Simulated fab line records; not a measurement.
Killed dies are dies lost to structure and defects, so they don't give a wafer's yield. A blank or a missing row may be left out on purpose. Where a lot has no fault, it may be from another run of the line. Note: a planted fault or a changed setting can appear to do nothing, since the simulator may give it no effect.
Which tool was responsible? -- flow nandHarc -- 12 lots, 36 wafers sampled, at 5 steps of a route of 1302

## WHAT THE GAUGES SHOWED, per wafer
NHARC_A_CONTACT_CD_MEAS_08 targets a cd of 200 nm.
lot,measured,on,cdNm (nm)
L075,day 22 17:35,cdSem-03,200.8 200.4 200.4
L076,day 23 10:41,cdSem-01,200.8 199.1 200.0
L079,day 24 13:00,cdSem-01,199.8 199.6 200.6
L083,day 25 19:47,cdSem-02,200.5 200.2 200.9
L081,day 25 21:38,cdSem-02,199.8 200.4 200.4
L086,day 26 20:26,cdSem-01,199.7 199.9 200.0
L087,day 27 09:40,cdSem-01,201.0 200.2 200.1
L088,day 28 07:54,cdSem-03,200.4 199.4 200.0
L091,day 29 02:41,cdSem-03,199.7 199.8 199.3
L093,day 30 04:46,cdSem-01,199.3 200.4 200.0
L095,day 31 03:04,cdSem-03,199.3 200.6 199.8
L097,day 32 09:32,cdSem-01,199.7 199.0 199.3

## WHAT TOOL EACH LOT RAN ON (gives the tool, then ch and the chambers of the sampled wafers, and finally the start)
lot,NHARC_A_CONTACT_ETCH_77,NHARC_A_CONTACT_ETCH_125,NHARC_A_CONTACT_ETCH_129,NHARC_A_CONTACT_ETCH_133
L075,"rieDiel-04 ch 1,2, day 22 11:41 or earlier","harCapEtch-03 ch 0,1, day 22 11:41","harCapEtch-03 ch 0,1, day 22 12:23","harCapEtch-03 ch 0,1, day 22 13:05"
L076,"rieDiel-13 ch 0,1,2, day 23 03:00 or earlier","harCapEtch-01 ch 0,1, day 23 03:00","harCapEtch-01 ch 0,1, day 23 03:43","harCapEtch-01 ch 0,1, day 23 04:25"
L079,"rieDiel-05 ch 2,3, day 24 04:28 or earlier","harCapEtch-03 ch 0,1, day 24 04:28","harCapEtch-03 ch 0,1, day 24 05:11","harCapEtch-03 ch 0,1, day 24 06:01"
L083,"rieDiel-04 ch 0,2,3, day 25 12:05 or earlier","harCapEtch-02 ch 0,1, day 25 12:05","harCapEtch-02 ch 0,1, day 25 13:21","harCapEtch-02 ch 0,1, day 25 14:41"
L081,"rieDiel-04 ch 2,3, day 25 15:16 or earlier","harCapEtch-01 ch 0,1, day 25 15:16","harCapEtch-01 ch 0,1, day 25 15:58","harCapEtch-01 ch 0,1, day 25 16:43"
L086,"rieDiel-13 ch 1,2,3, day 26 09:32 or earlier","harCapEtch-01 ch 0,1, day 26 09:32","harCapEtch-01 ch 0,1, day 26 10:15","harCapEtch-01 ch 0,1, day 26 10:57"
L087,"rieDiel-04 ch 1,2,3, day 27 03:45 or earlier","harCapEtch-02 ch 0,1, day 27 03:45","harCapEtch-02 ch 0,1, day 27 04:28","harCapEtch-02 ch 0,1, day 27 05:12"
L088,"rieDiel-05 ch 2,3, day 28 00:01 or earlier","harCapEtch-03 ch 0,1, day 28 00:01","harCapEtch-03 ch 0,1, day 28 00:43","harCapEtch-03 ch 0,1, day 28 01:33"
L091,"rieDiel-13 ch 0,1, day 28 20:34 or earlier","harCapEtch-02 ch 0,1, day 28 20:34","harCapEtch-02 ch 0,1, day 28 21:16","harCapEtch-02 ch 0,1, day 28 22:04"
L093,"rieDiel-05 ch 0,1,2, day 29 22:55 or earlier","harCapEtch-02 ch 0,1, day 29 22:55","harCapEtch-02 ch 0,1, day 29 23:37","harCapEtch-02 ch 0,1, day 30 00:19"
L095,"rieDiel-13 ch 0,1, day 30 21:12 or earlier","harCapEtch-02 ch 0,1, day 30 21:12","harCapEtch-02 ch 0,1, day 30 21:54","harCapEtch-02 ch 0,1, day 30 22:36"
L097,"rieDiel-04 ch 1,2,3, day 32 01:36 or earlier","harCapEtch-02 ch 0,1, day 32 01:36","harCapEtch-02 ch 0,1, day 32 02:19","harCapEtch-02 ch 0,1, day 32 03:01"
- NHARC_A_CONTACT_ETCH_77: etches the open film in CF4/CHF3, target depth 108.9 nm, time 54.5 s.
- NHARC_A_CONTACT_ETCH_125: etches the open film in C4F8/O2/Ar, time 197 s, target depth 1918 nm.
- NHARC_A_CONTACT_ETCH_129: etches the open film in C4F8/O2/Ar, time 197 s, target depth 1918 nm.
- NHARC_A_CONTACT_ETCH_133: etches the open film in C4F8/O2/Ar, time 374 s, target depth 1610 nm.

## THE ANSWER, worked out from the rows above alone
Rule: the lots themselves supply what counts as usual. Put in order of their means at a reading, lots are off if they are a third of the lots or fewer, leave a main group of 4 or more, and stand apart from it by a gap of 3 or more times the standard deviation of the main group's means; of several such gaps the widest counts. If all means in a main group match to the digits the tables above print for the reading, that group is not used. Also off: a lot with no number at a reading for which 4 or more lots have one. The other lots that the step has rows for count as sound.
No lot is off on any of the readings shown, so nothing can be concluded from this.

## WHAT THE SIMULATOR HAD INSERTED
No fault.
